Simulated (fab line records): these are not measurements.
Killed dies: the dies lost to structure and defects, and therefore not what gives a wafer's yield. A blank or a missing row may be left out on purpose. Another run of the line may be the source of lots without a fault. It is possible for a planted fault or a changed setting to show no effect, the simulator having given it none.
A lot that was struck, set against a sound lot    flow n5Finfet    14 steps out of a route of 1938
Sound: these wafers, L154.1, L154.2, L154.6. The struck wafers were L173.1, L173.3, L173.5. The cause is given at the end.
Each step with rows lists, per side, the tool, then ch with its chambers, then its first start. Under that, the readings that differ: sound wafers    struck wafers    difference of the means    sigmas: that difference in standard deviations of wafers without a fault.
alike: readings with means less than 2 such deviations apart, plus words and numbers identical on both sides. not compared: withheld readings, readings lacking a value on some wafer, bounds such as >300 that could conceal the same value, and numbers that have no deviation in the record and whose values overlap.
Wherever a step has rows on one side only, a row that says differs or no value, or a row with sigmas, the two part there. Non-overlapping numbers with no deviation appear without sigmas and do not part them. Lack of a reading on every wafer of one side parts them only where that side has two or more wafers.

first, 2 steps without rows for these wafers: N5_DUMMY_GATE_SRD_26 (time 30 s); N5_DUMMY_GATE_UV_OZONE_45 (time 120 s).
N5_DUMMY_GATE_INSPECT_27: inspects for defects (brightfield).
  sound on defectInspect-02 at day 2 21:41; struck on defectInspect-02 at day 7 18:29
  alike: rawDefectCount
N5_SPACER0_ALD_07: deposits SiNx, target thk 2 nm.
  sound on aldSin-02 ch 0,3, day 2 21:43; struck on aldSin-03 ch 0,1,2, day 7 18:31
  alike: heaterPowerW
  not compared: sinceWetCleanH
N5_SPACER0_ALD_00: deposits SiOCN, target thk 3.5 nm, pulse time 3 s, purge time 2 s.
  sound on aldSin-02 ch 0,3, day 2 21:53; struck on aldSin-03 ch 0,1,2, day 7 18:40
  alike: heaterPowerW, precursorPulseHeightRel
  not compared: sinceWetCleanH
N5_SPACER0_ALD_08: deposits SiNx, target thk 2 nm.
  sound on aldSin-02 ch 0,3, day 2 22:08; struck on aldSin-03 ch 0,1,2, day 7 18:56
  alike: heaterPowerW
  not compared: sinceWetCleanH
N5_SPACER0_INSPECT_04: inspects for defects (darkfield).
  sound on defectInspect-02 at day 2 22:17; struck on defectInspect-02 at day 7 19:05
  alike: rawDefectCount
then, 5 steps without rows for these wafers: N5_SD_EPI_N_COAT_32 (time 60 s, resist thk 350 nm); N5_SD_EPI_N_COAT_33 (time 60 s, resist thk 35 nm); N5_SD_EPI_N_COAT_03 (resist thk 150 nm); N5_SD_EPI_N_EBR_05; N5_SD_EPI_N_SOFTBAKE_04 (time 60 s).
N5_SD_EPI_N_EXPOSE_06: exposes mask SD N BLK, target cd 120 nm.
  sound on arfiScanner-01 ch 0, day 2 22:34; struck on arfiScanner-01, day 7 19:14
  no value came back on the struck wafers for exposureDoseMJCm2, focusOffsetNm (nm), na; on the sound wafers exposureDoseMJCm2 reads 39.74 39.69 39.60
  alike: mask
then, 1 step without rows for these wafers: N5_SD_EPI_N_PEB_07 (peb time 60 s).

## WHERE THEY PART
N5_SD_EPI_N_EXPOSE_06 only, going by this record.

WHY: whatever the simulator had introduced
Skipped step whole: arfiScanner-01, from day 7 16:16 on, at N5_SD_EPI_N_EXPOSE_06. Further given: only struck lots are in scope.
